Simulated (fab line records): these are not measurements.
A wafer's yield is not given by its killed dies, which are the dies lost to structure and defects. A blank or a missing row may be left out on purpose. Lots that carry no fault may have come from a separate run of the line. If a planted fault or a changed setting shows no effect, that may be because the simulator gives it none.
A struck lot beside a sound one ; flow nand-harc ; 24 out of 1159 route steps
Sound: the wafers L115.2, L115.4, L115.6. Wafers L113.3, L113.4, L113.5 were the ones struck. The cause is given at the end.
Each step with rows lists, per side, the tool, then ch with its chambers, then its first start. Under that, the readings that differ: sound wafers ; struck wafers ; difference of the means ; sigmas: that difference in standard deviations of wafers without a fault.
alike: a reading whose means differ by less than 2 such deviations, as well as words and numbers matching on both sides. not compared: withheld readings; readings where some wafer has no value; bounds like >300 that might hide an equal value; numbers whose values overlap and for which the record gives no deviation.
Wherever a step has rows on one side only, a row that says differs or no value, or a row with sigmas, the two part there. Numbers that have no deviation but don't overlap get no sigmas and don't part them. A reading that every wafer of one side lacks parts them only if that side has two wafers or more.

first, 11 steps without rows for these wafers: NHARC_A_CHANNEL_HOLE_D1_DESCUM_15 (chemistry O2, time 3 s); NHARC_A_CHANNEL_HOLE_D1_ETCH_38 (etches the open film in CF4, target depth 39 nm, time 65 s); NHARC_A_CHANNEL_HOLE_D1_ETCH_39 (etches the open film in N2/H2, target depth 260 nm, time 325 s); NHARC_A_CHANNEL_HOLE_D1_ETCH_34 (etches the open film in CF4/CHF3, target depth 154 nm, time 77 s); NHARC_A_CHANNEL_HOLE_D1_ETCH_16 (etches the open film in O2/COS, target depth 3100 nm, time 806 s); NHARC_A_CHANNEL_HOLE_D1_ETCH_19 (etches the open film in C4F8/O2/Ar, time 34.5 s); NHARC_A_CHANNEL_HOLE_D1_ETCH_20 (etches the open film in C4F8/O2/Ar, time 361.9 s, target depth 1600 nm); NHARC_A_CHANNEL_HOLE_D1_ETCH_21 (etches the open film in C4F8/O2/Ar, time 514.3 s, target depth 1600 nm); NHARC_A_CHANNEL_HOLE_D1_ETCH_22 (etches the open film in C4F8/O2/Ar, time 666.7 s, target depth 1600 nm); NHARC_A_CHANNEL_HOLE_D1_ETCH_23 (etches the open film in C4F8/O2/Ar, time 819 s, target depth 1600 nm); NHARC_A_CHANNEL_HOLE_D1_ETCH_24 (etches the open film in C4F8/O2/Ar, time 906.2 s, target depth 1500 nm).
NHARC_A_CHANNEL_HOLE_D1_ETCH_25: etches the open film in C4F8/O2/Ar, time 1040.2 s, target depth 1500 nm.
  sound on har-etch-02 ch 0,1, day 10 03:08; struck on har-etch-01 ch 0,1, day 10 13:07
  no value came back on the struck wafers for any of 6 readings (c4f8-flow-sccm (sccm), chamber-pressure-mTorr (mTorr) and others); on the sound wafers c4f8-flow-sccm (sccm) reads 93.98 94.12 93.73
  not compared: rf-hours-counter-h
then, 5 steps without rows for these wafers: NHARC_A_CHANNEL_HOLE_D1_ETCH_26 (etches the open film in C4F8/O2/Ar, time 224.1 s, target depth 300 nm); NHARC_A_CHANNEL_HOLE_D1_ETCH_33 (etches the open film in C4F8/O2/Ar, time 90 s, target depth 400 nm); NHARC_A_CHANNEL_HOLE_D1_STRIP_41 (strips in N2/H2); NHARC_A_CHANNEL_HOLE_D1_STRIP_42 (strips in CF4/CHF3); NHARC_A_CHANNEL_HOLE_D1_STRIP_43 (strips in O2/COS).
NHARC_A_CHANNEL_HOLE_D1_ETCH_44: etches the open film in CF4/O2, target depth 140 nm, overetch 14 nm, time 77 s.
  sound on rie-diel-07 ch 1,2, day 10 04:48; struck on rie-diel-10 ch 1,2,3, day 10 14:41
reading;sound;struck;difference;sigmas
model.A_CHANNEL_HOLE_D1.cd-nm (nm);89.83 89.95 91.83;100.5 98.86 95.98;+7.9;
  alike: bias-w, cf4-flow-sccm, drypump-motor-current-A, oes_f_703_au, oes-product-au, rf-vpp-V, showerhead-plenum-p-Torr, throttle-valve-pct
  not compared: rf-hours-counter-h
then, 3 steps without rows for these wafers: NHARC_A_CHANNEL_HOLE_D1_STRIP_27 (strips in O2); NHARC_A_CHANNEL_HOLE_D1_PRECLEAN_28 (cleans in SC1); NHARC_A_CHANNEL_HOLE_D1_SRD_29.
NHARC_A_CHANNEL_HOLE_D1_CD_MEAS_30:
  sound on cd-sem-03 at day 10 05:36; struck on cd-sem-03 at day 10 15:29
reading;sound;struck;difference;sigmas
cd-nm (nm);90.0 90.6 92.2;1.3 0.4 0.8;-90.1;-75
NHARC_A_CHANNEL_HOLE_D1_XSEM_31:
  sound on xsem-01 ch 0, day 10 05:41; struck on xsem-02 ch 0, day 10 15:35
reading;sound;struck;difference;sigmas
bot-cd-nm (nm);73.0 74.9 76.2;0.9 0.0 0.5;-74.2;-57
bow-nm (nm);8.2 8.1 8.1;0.9 0.9 0.9;-7.2;-17
tilt-deg (degrees);0.11 0.11 0.11;0.03 0.02 0.02;-0.09;-2
-- break in the record here, with 11 days between the starts of the struck wafers on either side (left off in module A_CHANNEL_HOLE_D1, picked up again in module END, where the first step shown is number 1159 on the route) --
NHARC_END_SORT_01:
  at this point the record logs the struck wafers (prober-02 ch 0, day 21 20:36) and has no rows for the sound ones

== WHERE THEY PART ==
Earliest at NHARC_A_CHANNEL_HOLE_D1_ETCH_25; latest, in this record, at NHARC_END_SORT_01.

WHY: what the simulator had put in
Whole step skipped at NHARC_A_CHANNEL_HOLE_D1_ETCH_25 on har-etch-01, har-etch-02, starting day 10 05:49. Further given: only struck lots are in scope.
